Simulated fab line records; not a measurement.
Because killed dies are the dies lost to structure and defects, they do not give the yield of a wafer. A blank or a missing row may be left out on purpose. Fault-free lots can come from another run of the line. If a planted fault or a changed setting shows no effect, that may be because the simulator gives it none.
fab line records	flow nand-harc
record lots=24	wafers=72	last-day=24
route steps=1159 shown A_CONTACT@906
lots that met no fault: from a run of the same line without faults
start-h: the number of hours between the record's first day and the start of the first shown wafer of the lot	wait-h: how many hours have passed since the lot's step before this one	" same as the row above	L1.1+2: one row covering several wafers at once	- no value, or no start was given	* or withheld: withheld	< > ~ a bound
route shown NAME@n: NAME is a module with steps in the file, n the number in the route of the first one	usual: average and standard deviation across the fault-free wafers	same: alike in all rows	chamber/n: place in a boat	sites: per-site readings	_std_site: the values' standard deviation	_edge_site: the outer-site mean with the inner-site mean subtracted	radius-mm: how far each site lies from the wafer's centre	mask NAME#n: copy n	behind: the most recent tool/chamber to have shaped the wafer	hold: why the lot went on hold/how many hours it stayed there/how the hold came to an end	device: the n, p or np transistor that did not switch	end of line: tests of these same wafers at the route's end	for a step that has no rows: nothing shown but its recipe	killed: dies lost to structure and defects at the first sort, not the wafer's yield	map: a wafer's dies, marking killed ones x, the rest . and places with no die _
set.NAME: the setting that was run; set.NAME@STEP: the one run at that earlier step	model.NAME: the simulator's own value behind a step, which no gauge read
one table for each step of the route and one row for each wafer, over a sample of lots
services: when a tool's chamber went out of use (start-h, in hours from the record's first day, below 0 if earlier), for how many hours, and the reason
## steps
# step NHARC_A_CONTACT_ETCH_126
# recipe source-w=withheld	pressure-mtorr=20	bias-v=1200	time-s=155	target-depth-a=9560	ar-flow-sccm=withheld	c4f8-flow-sccm=withheld	o2-flow-sccm=withheld	chemistry=C4F8/O2/Ar
lot.wafer	tool	chamber	start-h	wait-h	rf-hours-counter-h
L074.2	har-cap-etch-02	1	374.41	0.1	9
L074.4	"	0	"	"	-
L074.6	"	1	"	"	-
L075.1	har-cap-etch-01	1	384.51	0.2	60
L075.3	"	1	"	"	-
L075.6	"	0	"	"	-
L076.2	har-cap-etch-02	0	385.35	0.1	13
L076.3	"	1	"	"	-
L076.5	"	1	"	"	-
L078.3	har-cap-etch-03	1	390.56	0.1	-
L078.5	"	1	"	"	-
L078.6	"	0	"	"	-
L077.1	har-cap-etch-01	1	391.29	0.2	61
L077.3	"	1	"	"	-
L077.5	"	1	"	"	-
L079.1	har-cap-etch-02	0	411.60	0.1	16
L079.2	"	1	"	"	16
L079.3	"	0	"	"	-
L080.1	har-cap-etch-01	0	422.39	0.1	65
L080.6	"	0	"	"	-
L080.5	"	1	"	"	-
L081.4	har-cap-etch-03	1	426.51	0.1	-
L081.5	"	1	"	"	-
L081.6	"	0	"	"	-
L082.3	har-cap-etch-01	0	429.17	0.1	-
L082.4	"	1	"	"	-
L082.6	"	1	"	"	-
L083.2	har-cap-etch-03	1	431.42	0.1	95
L083.4	"	0	"	"	-
L083.3	"	1	"	"	-
L085.1	har-cap-etch-02	0	444.11	0.1	21
L085.3	"	1	"	"	-
L085.5	"	0	"	"	-
L086.1	har-cap-etch-02	1	449.07	0.1	22
L086.3	"	0	"	"	-
L086.5	"	1	"	"	-
L087.2	har-cap-etch-03	0	450.37	0.1	99
L087.3	"	0	"	"	-
L087.5	"	0	"	"	-
L089.4	har-cap-etch-02	1	455.55	0.1	-
L089.3	"	0	"	"	-
L089.5	"	0	"	"	-
L084.2	har-cap-etch-01	0	455.99	0.1	72
L084.4	"	1	"	"	-
L084.3	"	0	"	"	-
L088.1	har-cap-etch-01	0	465.96	0.1	74
L088.3	"	1	"	"	-
L088.6	"	0	"	"	-
L090.2	har-cap-etch-03	1	469.40	0.1	103
L090.1	"	0	"	"	103
L090.3	"	1	"	"	-
L091.4	har-cap-etch-03	1	481.69	0.1	-
L091.6	"	0	"	"	-
L091.5	"	1	"	"	-
L093.2	har-cap-etch-02	0	484.19	0.2	28
L093.3	"	1	"	"	-
L093.6	"	0	"	"	-
L094.1	har-cap-etch-02	0	489.18	0.2	30
L094.3	"	1	"	"	-
L094.5	"	1	"	"	-
L092.1	har-cap-etch-03	1	495.72	0.1	108
L092.2	"	0	"	"	108
L092.6	"	1	"	"	-
L097.2	har-cap-etch-03	0	513.72	0.1	110
L097.3	"	1	"	"	-
L097.6	"	1	"	"	-
L095.2	har-cap-etch-03	1	516.75	0.1	112
L095.4	"	1	"	"	-
L095.3	"	0	"	"	-
L096.1	har-cap-etch-02	1	519.15	0.1	34
L096.3	"	1	"	"	-
L096.4	"	0	"	"	-
# step NHARC_A_CONTACT_CD_MEAS_80
# usual cd-nm=189.6/0.79
lot.wafer	tool	chamber	start-h	wait-h	cd-nm
L074.2	cd-sem-01	-	376.29	-	189.8
L074.4	"	-	"	"	189.6
L074.6	"	-	"	"	190.0
L075.1	cd-sem-01	-	386.69	-	190.0
L075.3	"	-	"	"	190.5
L075.6	"	-	"	"	190.6
L076.2	cd-sem-03	-	387.11	-	190.6
L076.3	"	-	"	"	189.8
L076.5	"	-	"	"	190.2
L078.3	cd-sem-03	-	392.30	-	190.1
L078.5	"	-	"	"	190.2
L078.6	"	-	"	"	190.2
L077.1	cd-sem-02	-	393.46	-	190.3
L077.3	"	-	"	"	189.8
L077.5	"	-	"	"	189.7
L079.1	cd-sem-02	-	413.38	-	189.1
L079.2	"	-	"	"	189.1
L079.3	"	-	"	"	189.2
L080.1	cd-sem-02	-	424.27	-	190.0
L080.5	"	-	"	"	190.7
L080.6	"	-	"	"	189.8
L081.4	cd-sem-02	-	428.26	-	189.5
L081.5	"	-	"	"	189.3
L081.6	"	-	"	"	189.6
L082.3	cd-sem-02	-	430.93	-	187.3
L082.4	"	-	"	"	187.0
L082.6	"	-	"	"	187.2
L083.2	cd-sem-02	-	433.33	-	189.8
L083.3	"	-	"	"	190.2
L083.4	"	-	"	"	190.2
L085.1	cd-sem-01	-	445.92	-	189.3
L085.3	"	-	"	"	189.6
L085.5	"	-	"	"	189.7
L086.1	cd-sem-02	-	450.84	-	189.5
L086.3	"	-	"	"	189.0
L086.5	"	-	"	"	188.6
L087.2	cd-sem-01	-	452.14	-	189.7
L087.3	"	-	"	"	190.4
L087.5	"	-	"	"	189.9
L089.3	cd-sem-03	-	457.29	-	191.4
L089.4	"	-	"	"	190.6
L089.5	"	-	"	"	191.0
L084.2	cd-sem-02	-	458.08	-	188.8
L084.3	"	-	"	"	189.1
L084.4	"	-	"	"	188.7
L088.1	cd-sem-03	-	467.76	-	188.7
L088.3	"	-	"	"	189.5
L088.6	"	-	"	"	189.6
L090.1	cd-sem-03	-	471.17	-	190.1
L090.2	"	-	"	"	190.0
L090.3	"	-	"	"	189.5
L091.4	cd-sem-03	-	483.42	-	189.1
L091.5	"	-	"	"	189.1
L091.6	"	-	"	"	189.5
L093.2	cd-sem-01	-	486.97	-	189.9
L093.3	"	-	"	"	189.6
L093.6	"	-	"	"	189.6
L094.1	cd-sem-01	-	491.41	-	190.2
L094.3	"	-	"	"	190.9
L094.5	"	-	"	"	190.3
L092.1	cd-sem-01	-	497.54	-	189.4
L092.2	"	-	"	"	189.2
L092.6	"	-	"	"	189.6
L097.2	cd-sem-01	-	515.54	-	190.4
L097.3	"	-	"	"	190.0
L097.6	"	-	"	"	189.9
L095.2	cd-sem-01	-	518.54	-	188.8
L095.3	"	-	"	"	188.4
L095.4	"	-	"	"	189.2
L096.1	cd-sem-02	-	520.96	-	189.3
L096.3	"	-	"	"	188.8
L096.4	"	-	"	"	189.4
# step NHARC_A_CONTACT_CD_MEAS_08
# recipe target-cd-nm=100	landing-energy-ev=500
# usual cd-nm=100.0/0.37
lot.wafer	tool	chamber	start-h	wait-h	cd-nm
L074.2	cd-sem-01	0	379.40	-	100.4
L074.4	"	0	"	"	100.2
L074.6	"	0	"	"	100.5
L075.1	cd-sem-02	0	389.86	-	100.2
L075.3	"	0	"	"	100.2
L075.6	"	0	"	"	100.7
L076.2	cd-sem-01	0	390.33	-	100.0
L076.3	"	0	"	"	99.8
L076.5	"	0	"	"	100.1
L078.3	cd-sem-02	0	395.13	-	100.3
L078.5	"	0	"	"	99.6
L078.6	"	0	"	"	99.6
L077.1	cd-sem-01	0	397.88	-	100.8
L077.3	"	0	"	"	100.3
L077.5	"	0	"	"	100.2
L079.1	cd-sem-01	0	419.02	-	100.3
L079.2	"	0	"	"	99.9
L079.3	"	0	"	"	100.2
L080.1	cd-sem-01	0	427.65	-	100.2
L080.5	"	0	"	"	99.6
L080.6	"	0	"	"	100.1
L081.4	cd-sem-02	0	432.60	-	100.8
L081.5	"	0	"	"	100.2
L081.6	"	0	"	"	100.1
L082.3	cd-sem-02	0	435.96	-	100.1
L082.4	"	0	"	"	99.7
L082.6	"	0	"	"	99.5
L083.2	cd-sem-01	0	437.10	-	100.0
L083.3	"	0	"	"	100.1
L083.4	"	0	"	"	100.2
L085.1	cd-sem-01	0	448.89	-	99.7
L085.3	"	0	"	"	99.8
L085.5	"	0	"	"	100.0
L086.1	cd-sem-03	0	453.81	-	99.9
L086.3	"	0	"	"	99.9
L086.5	"	0	"	"	99.8
L087.2	cd-sem-02	0	455.44	-	99.7
L087.3	"	0	"	"	99.7
L087.5	"	0	"	"	99.5
L089.3	cd-sem-03	0	460.56	-	99.8
L089.4	"	0	"	"	100.1
L089.5	"	0	"	"	100.0
L084.2	cd-sem-02	0	461.02	-	99.6
L084.3	"	0	"	"	100.0
L084.4	"	0	"	"	99.9
L088.1	cd-sem-03	0	471.70	-	100.1
L088.3	"	0	"	"	99.8
L088.6	"	0	"	"	100.0
L090.1	cd-sem-03	0	475.79	-	99.2
L090.2	"	0	"	"	99.2
L090.3	"	0	"	"	99.3
L091.4	cd-sem-02	0	487.15	-	99.8
L091.5	"	0	"	"	100.2
L091.6	"	0	"	"	100.4
L093.2	cd-sem-03	0	489.91	-	100.1
L093.3	"	0	"	"	100.2
L093.6	"	0	"	"	100.2
L094.1	cd-sem-02	0	495.12	-	99.9
L094.3	"	0	"	"	99.8
L094.5	"	0	"	"	100.1
L092.1	cd-sem-03	0	500.38	-	100.1
L092.2	"	0	"	"	99.8
L092.6	"	0	"	"	100.3
L097.2	cd-sem-01	0	519.32	-	99.9
L097.3	"	0	"	"	99.3
L097.6	"	0	"	"	99.5
L095.2	cd-sem-02	0	523.21	-	99.4
L095.3	"	0	"	"	99.8
L095.4	"	0	"	"	100.2
L096.1	cd-sem-01	0	524.16	-	99.9
L096.3	"	0	"	"	99.8
L096.4	"	0	"	"	99.6
# step NHARC_A_CONTACT_ETCH_31
# recipe target-depth-a=20000	over-etch-frac=0.3	time-s=520	ion-energy-ev=150	o2-flow-sccm=400	cos-flow-sccm=20	ar-flow-sccm=0	rf-w=500	bias-w=300	chemistry=O2/COS
# usual cos-flow-sccm=20.00/0.057	drypump-motor-current-A=5.6/0.49	o2-flow-sccm=399.9/1.2	oes-product-au=0.997/0.0075	rf-vpp-V=314.4/2.1	showerhead-plenum-p-Torr=3.14/0.14	throttle-valve-pct=28.330/0.0086
lot.wafer	tool	chamber	start-h	wait-h	cos-flow-sccm	drypump-motor-current-A	o2-flow-sccm	oes-product-au	rf-hours-counter-h	rf-vpp-V	showerhead-plenum-p-Torr	throttle-valve-pct
L074.2	rie-diel-11	0	-	-	20.07	5.1	399.2	1.002	1	316.5	3.37	28.332
L074.6	"	1	"	"	20.08	6.4	398.0	0.996	-	311.8	2.95	28.327
L074.4	"	2	"	"	20.03	4.8	399.9	0.987	-	315.8	3.25	28.337
L075.3	rie-diel-12	3	-	-	20.04	5.9	399.2	0.994	1	316.1	3.22	28.332
L075.1	"	0	"	"	20.07	5.7	398.2	0.997	1	314.5	3.10	28.339
L075.6	"	3	"	"	19.97	6.0	399.4	1.000	-	316.7	3.22	28.328
L076.2	rie-diel-11	0	-	-	20.01	5.1	399.7	0.999	6	316.5	3.37	28.332
L076.3	"	1	"	"	19.97	6.4	399.6	1.010	6	311.3	2.95	28.340
L076.5	"	3	"	"	19.98	5.9	399.4	1.003	-	317.1	3.30	28.326
L078.3	rie-diel-12	1	-	-	19.90	5.0	399.2	1.007	2	312.1	2.95	28.313
L078.6	"	3	"	"	20.01	5.9	397.8	1.010	-	315.4	3.22	28.341
L078.5	"	0	"	"	20.05	5.8	400.1	1.000	-	313.4	3.10	28.317
L077.3	rie-diel-12	2	-	-	20.04	5.8	400.5	1.005	4	311.6	3.10	28.332
L077.1	"	3	"	"	19.98	5.9	401.3	1.001	3	315.3	3.22	28.331
L077.5	"	2	"	"	20.07	5.8	399.3	1.009	-	314.1	3.10	28.326
L079.1	rie-diel-12	1	-	-	19.99	5.0	401.4	0.995	9	311.5	2.95	28.327
L079.2	"	2	"	"	19.97	5.8	400.0	1.006	10	312.9	3.10	28.322
L079.3	"	0	"	"	20.05	5.7	402.0	1.003	8	314.9	3.09	28.320
L080.1	rie-diel-02	0	-	-	20.10	6.4	400.4	0.998	19	315.5	3.28	28.319
L080.6	"	1	"	"	20.04	4.9	402.0	0.987	-	314.5	3.18	28.336
L080.5	"	2	"	"	19.94	5.5	400.4	0.992	-	311.6	2.92	28.323
L081.4	rie-diel-02	1	-	-	19.91	4.9	401.1	0.988	17	315.5	3.18	28.330
L081.6	"	3	"	"	19.89	5.8	399.3	0.989	-	314.6	3.24	28.330
L081.5	"	0	"	"	19.98	6.3	400.5	0.996	-	316.2	3.28	28.328
L082.3	rie-diel-02	0	-	-	20.00	6.3	402.0	1.001	20	317.1	3.28	28.314
L082.4	"	1	"	"	19.99	4.9	399.3	0.998	18	316.0	3.18	28.318
L082.6	"	3	"	"	19.97	5.8	401.4	1.000	-	316.7	3.24	28.330
L083.2	rie-diel-11	2	-	-	20.10	4.8	400.8	1.006	24	316.6	3.24	28.326
L083.3	"	0	"	"	19.95	5.1	398.8	0.989	22	318.7	3.36	28.314
L083.4	"	1	"	"	20.06	6.3	399.4	1.008	26	312.8	2.94	28.341
L085.3	rie-diel-02	0	-	-	20.06	6.3	402.1	0.999	23	316.9	3.28	28.338
L085.1	"	3	"	"	19.99	5.8	400.2	0.984	23	315.6	3.24	28.333
L085.5	"	0	"	"	19.91	6.3	399.7	0.987	-	316.2	3.28	28.330
L086.1	rie-diel-11	0	-	-	19.96	5.1	400.6	0.990	31	318.3	3.36	28.333
L086.3	"	2	"	"	19.98	4.8	399.3	1.000	33	315.2	3.24	28.326
L086.5	"	3	"	"	19.95	5.9	400.2	1.003	-	317.6	3.29	28.322
L087.2	rie-diel-02	2	-	-	20.02	5.5	400.1	1.004	24	312.1	2.92	28.327
L087.3	"	1	"	"	20.00	4.9	400.2	0.993	23	315.0	3.17	28.322
L087.5	"	3	"	"	19.92	5.8	399.9	0.998	-	315.2	3.24	28.324
L089.4	rie-diel-02	1	-	-	19.91	4.9	399.2	0.995	23	315.6	3.17	28.331
L089.3	"	0	"	"	19.95	6.3	401.9	0.994	26	316.1	3.28	28.345
L089.5	"	1	"	"	19.92	5.0	398.5	0.990	-	314.5	3.17	28.321
L084.2	rie-diel-12	2	-	-	19.89	5.8	401.8	1.003	26	314.8	3.09	28.319
L084.3	"	3	"	"	20.03	6.0	399.0	0.990	25	317.1	3.21	28.337
L084.4	"	1	"	"	20.10	5.0	401.8	0.971	24	311.9	2.94	28.330
L088.1	rie-diel-02	0	-	-	20.01	6.3	399.8	0.998	28	315.9	3.28	28.337
L088.3	"	2	"	"	19.94	5.5	401.2	0.995	27	310.8	2.91	28.322
L088.6	"	0	"	"	20.04	6.3	398.5	0.996	-	315.4	3.28	28.327
L090.3	rie-diel-02	1	-	-	19.95	4.9	397.9	0.995	27	313.3	3.17	28.342
L090.1	"	3	"	"	20.01	5.8	400.9	1.001	28	316.5	3.24	28.338
L090.2	"	0	"	"	19.96	6.3	399.9	1.002	29	316.3	3.28	28.323
L091.4	rie-diel-02	3	-	-	20.04	5.8	399.8	1.005	30	313.6	3.24	28.328
L091.6	"	2	"	"	20.00	5.5	398.4	0.998	-	310.8	2.91	28.326
L091.5	"	3	"	"	20.05	5.8	399.0	1.005	-	315.8	3.24	28.334
L093.2	rie-diel-12	3	-	-	19.98	6.0	401.2	0.992	37	314.9	3.20	28.331
L093.3	"	0	"	"	19.99	5.8	398.4	1.006	36	314.2	3.08	28.342
L093.6	"	0	"	"	19.94	5.7	400.0	1.006	-	314.1	3.08	28.313
L094.1	rie-diel-11	1	-	-	19.91	6.4	399.5	1.002	49	311.5	2.93	28.338
L094.3	"	3	"	"	20.04	5.9	400.1	1.001	41	315.9	3.29	28.314
L094.5	"	1	"	"	19.91	6.4	400.7	0.999	-	310.1	2.93	28.343
L092.2	rie-diel-02	2	-	-	20.16	5.5	400.0	0.995	33	310.7	2.91	28.353
L092.1	"	3	"	"	20.11	5.8	399.0	0.991	32	316.5	3.24	28.334
L092.6	"	3	"	"	20.05	5.8	399.6	0.996	-	315.3	3.24	28.328
L097.2	rie-diel-12	1	-	-	19.95	5.0	401.4	0.973	49	309.7	2.93	28.328
L097.3	"	3	"	"	20.06	6.0	399.2	0.996	47	314.9	3.20	28.325
L097.6	"	1	"	"	20.03	5.0	399.4	0.986	-	311.6	2.93	28.329
L095.2	rie-diel-02	1	-	-	20.00	4.9	398.6	0.997	3	314.0	3.17	28.341
L095.3	"	2	"	"	19.94	5.5	402.7	1.000	3	310.0	2.91	28.324
L095.4	"	3	"	"	20.06	5.8	398.7	0.983	3	316.5	3.23	28.330
L096.1	rie-diel-12	0	-	-	20.07	5.8	398.5	1.005	53	313.7	3.07	28.343
L096.4	"	2	"	"	19.95	5.8	398.9	0.997	55	313.1	3.08	28.340
L096.3	"	3	"	"	20.03	6.0	401.8	0.996	50	316.4	3.19	28.323
# step NHARC_A_CONTACT_ETCH_98
# recipe target-depth-a=200	over-etch-frac=0.5	time-s=10	ion-energy-ev=250	c4f6-flow-sccm=25	o2-flow-sccm=20	ar-flow-sccm=500	rf-w=600	bias-w=500	chemistry=C4F6/O2
# usual drypump-motor-current-A=5.6/0.54	o2-flow-sccm=19.99/0.057	oes-product-au=0.956/0.016	rf-vpp-V=548/3.7	showerhead-plenum-p-Torr=3.98/0.18	throttle-valve-pct=26.903/0.0097
lot.wafer	tool	chamber	start-h	wait-h	drypump-motor-current-A	o2-flow-sccm	oes-product-au	rf-hours-counter-h	rf-vpp-V	showerhead-plenum-p-Torr	throttle-valve-pct
L074.4	rie-diel-02	0	-	-	6.3	19.99	0.979	12	551	4.12	26.913
L074.2	"	1	"	"	5.0	20.05	0.967	9	547	3.99	26.922
L074.6	"	2	"	"	5.5	20.04	0.970	-	539	3.68	26.900
L075.1	rie-diel-11	0	-	-	5.1	20.00	0.949	6	554	4.22	26.906
L075.3	"	2	"	"	4.8	19.94	0.947	6	550	4.08	26.899
L075.6	"	1	"	"	6.4	20.08	0.959	-	543	3.72	26.904
L076.2	rie-diel-11	0	-	-	5.1	19.97	0.954	6	554	4.22	26.906
L076.3	"	1	"	"	6.4	20.03	0.942	6	543	3.72	26.903
L076.5	"	3	"	"	6.0	20.04	0.950	-	551	4.14	26.898
L078.3	rie-diel-02	0	-	-	6.3	20.00	0.948	14	549	4.12	26.900
L078.5	"	3	"	"	5.8	20.05	0.938	-	550	4.07	26.921
L078.6	"	0	"	"	6.3	20.04	0.937	-	550	4.12	26.906
L077.3	rie-diel-02	1	-	-	4.9	20.04	0.947	12	548	3.99	26.896
L077.1	"	2	"	"	5.5	20.07	0.954	14	542	3.68	26.908
L077.5	"	0	"	"	6.3	19.96	0.939	-	551	4.12	26.889
L079.3	rie-diel-02	0	-	-	6.3	19.91	0.951	18	551	4.12	26.894
L079.1	"	1	"	"	4.9	20.10	0.964	15	550	3.99	26.900
L079.2	"	2	"	"	5.5	20.04	0.973	16	542	3.68	26.907
L080.1	rie-diel-11	0	-	-	5.1	20.00	0.955	19	553	4.21	26.895
L080.6	"	3	"	"	5.9	20.07	0.965	-	552	4.14	26.892
L080.5	"	0	"	"	5.1	20.04	0.960	-	552	4.21	26.897
L081.4	rie-diel-12	3	-	-	6.0	19.92	0.944	14	548	4.03	26.914
L081.5	"	2	"	"	5.8	19.93	0.951	-	546	3.89	26.899
L081.6	"	3	"	"	6.0	19.97	0.933	-	550	4.03	26.912
L082.3	rie-diel-02	3	-	-	5.8	19.95	0.951	20	550	4.07	26.908
L082.4	"	0	"	"	6.3	19.96	0.956	20	550	4.12	26.913
L082.6	"	2	"	"	5.5	19.99	0.959	-	541	3.68	26.908
L083.3	rie-diel-02	3	-	-	5.8	19.88	0.931	20	551	4.07	26.906
L083.4	"	0	"	"	6.3	20.00	0.946	21	549	4.12	26.900
L083.2	"	1	"	"	5.0	19.96	0.943	18	549	3.99	26.917
L085.3	rie-diel-12	0	451.65	0.2	5.8	19.94	0.978	20	546	3.88	26.894
L085.1	"	1	"	"	5.0	20.02	0.975	20	543	3.71	26.902
L085.5	"	1	"	"	5.0	19.91	0.975	-	542	3.71	26.914
L086.1	rie-diel-11	1	-	-	6.4	19.95	0.954	35	542	3.70	26.901
L086.3	"	3	"	"	5.9	20.08	0.935	29	551	4.13	26.890
L086.5	"	0	"	"	5.1	20.00	0.925	-	552	4.21	26.894
L087.3	rie-diel-11	3	-	-	5.9	20.03	0.948	29	551	4.13	26.905
L087.2	"	1	"	"	6.4	20.00	0.955	35	543	3.70	26.920
L087.5	"	0	"	"	5.1	19.93	0.942	-	551	4.21	26.894
L089.4	rie-diel-02	3	-	-	5.8	20.00	0.961	25	550	4.06	26.908
L089.3	"	0	"	"	6.4	20.04	0.951	26	551	4.12	26.915
L089.5	"	3	"	"	5.8	19.94	0.951	-	550	4.06	26.910
L084.3	rie-diel-02	3	-	-	5.8	20.04	0.946	25	549	4.06	26.899
L084.4	"	1	"	"	4.9	19.98	0.935	24	548	3.98	26.889
L084.2	"	2	"	"	5.5	19.94	0.943	25	541	3.67	26.917
L088.3	rie-diel-11	3	-	-	5.9	20.01	0.962	34	552	4.13	26.912
L088.1	"	0	"	"	5.1	20.05	0.947	38	552	4.20	26.906
L088.6	"	1	"	"	6.4	19.95	0.975	-	543	3.70	26.887
L090.1	rie-diel-11	2	-	-	4.8	20.00	0.948	41	549	4.06	26.908
L090.2	"	0	"	"	5.1	19.90	0.958	40	552	4.20	26.914
L090.3	"	1	"	"	6.4	20.07	0.964	44	542	3.70	26.892
L091.4	rie-diel-02	0	-	-	6.3	19.92	0.931	31	552	4.11	26.907
L091.6	"	0	"	"	6.3	19.91	0.929	-	551	4.11	26.906
L091.5	"	1	"	"	4.9	19.99	0.940	-	547	3.98	26.904
L093.3	rie-diel-02	0	-	-	6.3	20.06	0.952	32	549	4.11	26.898
L093.2	"	1	"	"	4.9	19.97	0.947	30	548	3.98	26.890
L093.6	"	3	"	"	5.8	19.91	0.943	-	550	4.06	26.904
L094.1	rie-diel-11	2	-	-	4.8	19.88	0.978	46	548	4.05	26.898
L094.3	"	3	"	"	5.9	20.08	0.991	42	552	4.12	26.910
L094.5	"	1	"	"	6.4	19.99	0.965	-	541	3.69	26.906
L092.1	rie-diel-02	3	-	-	5.8	19.95	0.954	33	549	4.06	26.917
L092.2	"	1	"	"	4.9	19.96	0.935	31	549	3.98	26.892
L092.6	"	3	"	"	5.8	19.97	0.954	-	550	4.06	26.890
L097.2	rie-diel-12	2	-	-	5.8	19.93	1.001	53	546	3.87	26.907
L097.3	"	3	"	"	6.0	20.06	0.981	48	549	4.01	26.900
L097.6	"	2	"	"	5.8	19.98	1.000	-	544	3.87	26.898
L095.2	rie-diel-11	2	-	-	4.8	20.04	0.982	58	549	4.05	26.885
L095.3	"	3	"	"	6.0	19.99	0.982	53	550	4.11	26.901
L095.4	"	0	"	"	5.1	20.04	0.976	58	553	4.19	26.900
L096.4	rie-diel-12	0	-	-	5.7	20.02	0.951	54	545	3.86	26.887
L096.1	"	2	"	"	5.8	20.11	0.967	56	546	3.87	26.896
L096.3	"	3	"	"	6.0	20.01	0.946	51	547	4.01	26.907
# step NHARC_A_CONTACT_CD_MEAS_15
# usual cd-nm=90.2/0.41
lot.wafer	tool	chamber	start-h	wait-h	cd-nm
L074.2	cd-sem-02	-	382.32	-	90.7
L074.4	"	-	"	"	90.9
L074.6	"	-	"	"	90.3
L075.1	cd-sem-02	-	392.35	-	90.8
L075.3	"	-	"	"	90.6
L075.6	"	-	"	"	90.4
L076.2	cd-sem-02	-	393.11	-	90.1
L076.3	"	-	"	"	90.0
L076.5	"	-	"	"	90.5
L078.3	cd-sem-02	-	397.65	-	90.5
L078.5	"	-	"	"	90.2
L078.6	"	-	"	"	90.2
L077.1	cd-sem-03	-	400.38	-	89.9
L077.3	"	-	"	"	89.8
L077.5	"	-	"	"	89.7
L079.1	cd-sem-02	-	421.91	-	90.5
L079.2	"	-	"	"	90.3
L079.3	"	-	"	"	90.5
L080.1	cd-sem-02	-	430.18	-	90.9
L080.5	"	-	"	"	90.6
L080.6	"	-	"	"	91.0
L081.4	cd-sem-03	-	435.19	-	89.9
L081.5	"	-	"	"	90.1
L081.6	"	-	"	"	90.1
L082.3	cd-sem-02	-	438.49	-	89.4
L082.4	"	-	"	"	90.4
L082.6	"	-	"	"	89.4
L083.2	cd-sem-02	-	439.70	-	89.9
L083.3	"	-	"	"	90.4
L083.4	"	-	"	"	90.1
L085.1	cd-sem-02	-	451.74	-	91.0
L085.3	"	-	"	"	89.8
L085.5	"	-	"	"	90.4
L086.1	cd-sem-01	-	457.81	-	90.1
L086.3	"	-	"	"	90.4
L086.5	"	-	"	"	89.9
L087.2	cd-sem-03	-	458.11	-	89.9
L087.3	"	-	"	"	90.0
L087.5	"	-	"	"	90.2
L089.3	cd-sem-02	-	463.30	-	89.8
L089.4	"	-	"	"	89.7
L089.5	"	-	"	"	90.1
L084.2	cd-sem-02	-	464.05	-	89.8
L084.3	"	-	"	"	90.0
L084.4	"	-	"	"	90.2
L088.1	cd-sem-01	-	474.20	-	89.5
L088.3	"	-	"	"	89.4
L088.6	"	-	"	"	89.8
L090.1	cd-sem-02	-	478.61	-	90.0
L090.2	"	-	"	"	89.7
L090.3	"	-	"	"	89.9
L091.4	cd-sem-01	-	489.68	-	89.5
L091.5	"	-	"	"	89.6
L091.6	"	-	"	"	89.9
L093.2	cd-sem-02	-	492.41	-	90.3
L093.3	"	-	"	"	89.7
L093.6	"	-	"	"	90.3
L094.1	cd-sem-02	-	497.63	-	89.8
L094.3	"	-	"	"	89.6
L094.5	"	-	"	"	89.9
L092.1	cd-sem-02	-	502.87	-	90.5
L092.2	"	-	"	"	91.1
L092.6	"	-	"	"	90.5
L097.2	cd-sem-01	-	522.44	-	90.5
L097.3	"	-	"	"	90.3
L097.6	"	-	"	"	90.6
L095.2	cd-sem-03	-	526.42	-	90.8
L095.3	"	-	"	"	91.0
L095.4	"	-	"	"	90.4
L096.1	cd-sem-01	-	527.19	-	90.1
L096.3	"	-	"	"	90.8
L096.4	"	-	"	"	90.5
## services
tool	chamber	start-h	hours	kind
rie-diel-02	1	359.95	6.9	repair
rie-diel-02	0	361.29	-	clean
rie-diel-02	2	361.29	-	clean
rie-diel-02	3	361.29	-	clean
rie-diel-11	2	363.14	3.9	repair
rie-diel-11	-	366.82	9.0	pm
rie-diel-12	-	379.69	9.0	pm
rie-diel-02	0	385.79	-	clean
rie-diel-02	1	385.79	-	clean
rie-diel-02	2	385.79	-	clean
rie-diel-02	3	385.79	-	clean
rie-diel-12	3	406.51	1.2	repair
rie-diel-02	0	410.30	-	clean
rie-diel-02	1	410.30	-	clean
har-cap-etch-02	-	418.51	0.6	repair
rie-diel-12	-	423.86	1.4	repair
har-cap-etch-01	-	434.52	0.1	repair
rie-diel-12	3	450.91	2.4	repair
rie-diel-02	2	490.18	1.7	repair
rie-diel-02	-	504.79	9.0	pm
rie-diel-12	3	504.83	5.6	repair
rie-diel-11	1	509.97	11.8	repair
har-cap-etch-03	-	512.78	0.4	repair
rie-diel-02	0	513.83	1.9	repair
## key
fault none
